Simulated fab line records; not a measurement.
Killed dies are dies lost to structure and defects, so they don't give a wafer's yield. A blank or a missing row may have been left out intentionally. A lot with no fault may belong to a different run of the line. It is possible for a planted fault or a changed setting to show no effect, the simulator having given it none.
Split-lot trial -- flow n5Finfet -- on a route of 1938 steps: 7 lots, 39 wafers read

## ON THE SPLIT
At N5_BEOL_M9_DESCUM_16 (chemistry O2, time 7.9 s), the setting timeS was moved away from the recipe's 7.9 s on 12 of the 39 wafers read, by -39.6% to +54.8%. For the rest of the wafers, this setting stayed at what the recipe calls for.

Split to reading: the file shows no intervening step.

## THE READING
CAR-ArF_of_BEOL_M9_COAT_05.thkNm (the simulator's own value, which no gauge read), in nm, at N5_BEOL_M9_ETCH_61 (etches SiARC in CF4, target depth 39 nm, time 65 s). The file does not state a usual value for it. Across the 27 wafers here that went through the recipe, the average is 55.5 nm and the standard deviation 0.24 nm.

wafer,"tool, chamber at the split","timeS as run, s",against the recipe,"CAR-ArF_of_BEOL_M9_COAT_05.thkNm, nm",against lot-mates on the recipe
L077.1,"rieDiel-05, 2",6.304,-20.2%,55.8,+0.7
L077.2,"rieDiel-05, 0",6.304,-20.2%,56.2,+1.1
L077.3,"rieDiel-05, 3",7.9,recipe,55.4,-
L077.4,"rieDiel-05, 1,2",7.9,recipe,55,-
L077.6,"rieDiel-05, 1,2",7.9,recipe,55,-
L077.5,"rieDiel-05, 1",6.304,-20.2%,56,+0.9
L085.1,"rieDiel-03, 1,3,3,1,0",7.9,recipe,55.4,-
L085.5,"rieDiel-03, 1,3,3,1,0",7.9,recipe,55.4,-
L085.2,"rieDiel-03, 1,3,3,1,0",7.9,recipe,55.2,-
L085.3,"rieDiel-03, 0",7.9,recipe,55.2,-
L085.4,"rieDiel-03, 1,3,3,1,0",7.9,recipe,55.2,-
L085.6,"rieDiel-03, 1,3,3,1,0",7.9,recipe,55.2,-
L084.1,"rieDiel-05, 2",7.9,recipe,55.4,-
L084.2,"rieDiel-05, 3,1",7.9,recipe,55.8,-
L084.3,"rieDiel-05, 1,3",6.025,-23.7%,56.4,+0.8
L084.4,"rieDiel-05, 3,1",7.9,recipe,55.6,-
L084.5,"rieDiel-05, 2",6.025,-23.7%,56.6,+1.0
L084.6,"rieDiel-05, 1,3",6.025,-23.7%,56.2,+0.6
L088.1,"rieDiel-03, 1,3,0",7.9,recipe,55.6,-
L088.2,"rieDiel-03, 2",7.9,recipe,55.6,-
L088.5,"rieDiel-03, 1,3,0",7.9,recipe,55.6,-
L088.3,"rieDiel-03, 1,3,0",7.9,recipe,55.4,-
L088.6,"rieDiel-03, 0,3",7.9,recipe,55.4,-
L088.4,"rieDiel-03, 0,3",7.9,recipe,55.2,-
L092.1,"rieDiel-02, 1",7.9,recipe,55.4,-
L092.2,"rieDiel-02, 0",4.775,-39.6%,57.4,+1.8
L092.6,"rieDiel-02, 3,2",4.775,-39.6%,57.4,+1.8
L092.3,"rieDiel-02, 2",7.9,recipe,55.6,-
L092.4,"rieDiel-02, 3,2",4.775,-39.6%,57.6,+2.0
L092.5,"rieDiel-02, 3",7.9,recipe,55.8,-
L091.1,"rieDiel-02, 3,2,1",7.9,recipe,55.8,-
L091.5,"rieDiel-02, 3,2,1",7.9,recipe,55.8,-
L091.6,"rieDiel-02, 3,2,1",7.9,recipe,55.8,-
L093.1,"rieDiel-03, 1,2",7.9,recipe,55.8,-
L093.2,"rieDiel-03, 2",12.23,+54.8%,53,-2.7
L093.3,"rieDiel-03, 0,1",12.23,+54.8%,53.2,-2.5
L093.5,"rieDiel-03, 0,1",12.23,+54.8%,53.2,-2.5
L093.4,"rieDiel-03, 1,2",7.9,recipe,55.6,-
L093.6,"rieDiel-03, 0",7.9,recipe,55.6,-
The file does not say which wafer passed through which chamber wherever a row lists several chambers: such a row stands for several wafers.

FIT RESULTS
A straight line over all 39 wafers: CAR-ArF_of_BEOL_M9_COAT_05.thkNm changes by -0.0433 nm for each +1% of timeS; r = -0.96; the points scatter about the line by 0.26 nm.
The same after taking each lot's own level away (the mean of its wafers on the recipe; 39 wafers): -0.0451 nm for each +1%; r = -0.99; scatter 0.16 nm.
According to that fit, moving timeS by its largest amount changes the reading by 2.5 nm.
Across the lots, their own levels run from 55.13 to 55.80 nm, a range of 2.7 times the standard deviation given above.
The two slopes agree, so the slope changes little with the lot-to-lot level.
Check: with one of the wafers moved furthest among these (+54.8%) left out of the fit, the line predicts -2.44 nm for it against its lot-mates. Against them it came out at -2.67 nm.

## OTHER SPLITS ON THESE WAFERS
Note: prior to the reading, these wafers also went through further splits. Each is held against what the fit with the lots' levels taken away leaves over:
other split on the same wafers,wafers away from the commonest value,r with CAR-ArF_of_BEOL_M9_COAT_05.thkNm (lot level and that fit taken away)
N5_FIN_CUT_CUT_ETCH_15 timeS,15,+0.05
N5_SD_EPI_N_EPI_21 epiGrowthTimeS,15,+0.09
N5_HKMG_FIN_ALD_75 targetThkA,15,+0.18
N5_MOL_CONTACT_COAG_ETCHBACK_136 targetDepthA,15,-0.08
N5_BEOL_M3_ETCH_41 targetDepthA,12,-0.04
N5_BEOL_M6_DEP_56 timeS,15,+0.18

## THE WHOLE CHAIN: every reading that the file lists as answering this split, in the file's order
step,what it does,reading,change (the file's fit),r (the file's)
N5_BEOL_M9_DESCUM_16,"chemistry O2, time 7.9 s","CAR-ArF_of_BEOL_M9_COAT_05.thkNm (the simulator's own value, which no gauge read)",-0.0444 nm for each +1% of the setting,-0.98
N5_BEOL_M9_ETCH_61,"etches SiARC in CF4, target depth 39 nm, time 65 s","CAR-ArF_of_BEOL_M9_COAT_05.thkNm (the simulator's own value, which no gauge read)",-0.045 nm for each +1% of the setting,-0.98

## THE FILE'S OWN FIT
CAR-ArF_of_BEOL_M9_COAT_05.thkNm changes by -0.045 nm for each +1% of timeS, r = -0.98.
